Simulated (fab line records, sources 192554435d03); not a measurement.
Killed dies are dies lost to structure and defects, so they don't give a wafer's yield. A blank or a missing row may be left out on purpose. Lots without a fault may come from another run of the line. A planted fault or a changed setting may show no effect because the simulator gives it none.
Chamber matching | flow n5_finfet | N5_BEOL_M10_PECVD_70 on pecvd-04: 3 sister chambers
The step deposits SiO2 from TEOS/O2, target thk 20 nm, time 22.7 s. 3 wafers are shown with their chamber, then 12 later ones without.

WAFERS WITH THEIR CHAMBER
wafer  | chamber | throttle_valve_pct (%)
L084.6 | 2       | 19.9
L089.5 | 1       | 21.4
L089.6 | 0       | 21.5

WAFERS WITHOUT THEIR CHAMBER
wafer  | throttle_valve_pct (%)
L091.1 | 21.3
L091.3 | 21.5
L091.6 | 21.4
L095.4 | 20.4
L095.5 | 21.4
L095.6 | 21.5
L093.1 | 21.3
L093.4 | 21.3
L093.5 | 20.4
L097.2 | 21.3
L097.4 | 21.5
L097.5 | 20.5

WHICH CHAMBER EACH WENT THROUGH
wafer  | from the rows above          | in truth
L091.1 | can't be placed: 1 or 0      | 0
L091.3 | can't be placed: 0 or 1      | 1
L091.6 | can't be placed: 1 or 0      | 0
L095.4 | can't be placed: 2 or 1      | 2
L095.5 | can't be placed: 1 or 0      | 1
L095.6 | can't be placed: 0 or 1      | 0
L093.1 | can't be placed: 1 or 0      | 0
L093.4 | can't be placed: 1 or 0      | 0
L093.5 | can't be placed: 2 or 1      | 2
L097.2 | can't be placed: 1 or 0      | 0
L097.4 | can't be placed: 0 or 1      | 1
L097.5 | can't be placed: 2 or 1 or 0 | 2
Placed correctly: 0 of 12. Can't be placed from these rows: 12 (the true chamber is among the candidates in 12). Placed wrongly: 0.
How it was worked out, from the rows above alone: a wafer's distance from a chamber is the root of the sum, over the readings, of the square of ((its reading less the chamber's mean) divided by the reading's scatter). The wafer belongs to the nearest chamber; if the next one is less than 2 further off, it can't be placed. A chamber's mean is the mean of its shown wafers. The scatter: with one shown wafer a chamber, the root of the mean of the squares of how far each hidden wafer lies from its nearest shown one.
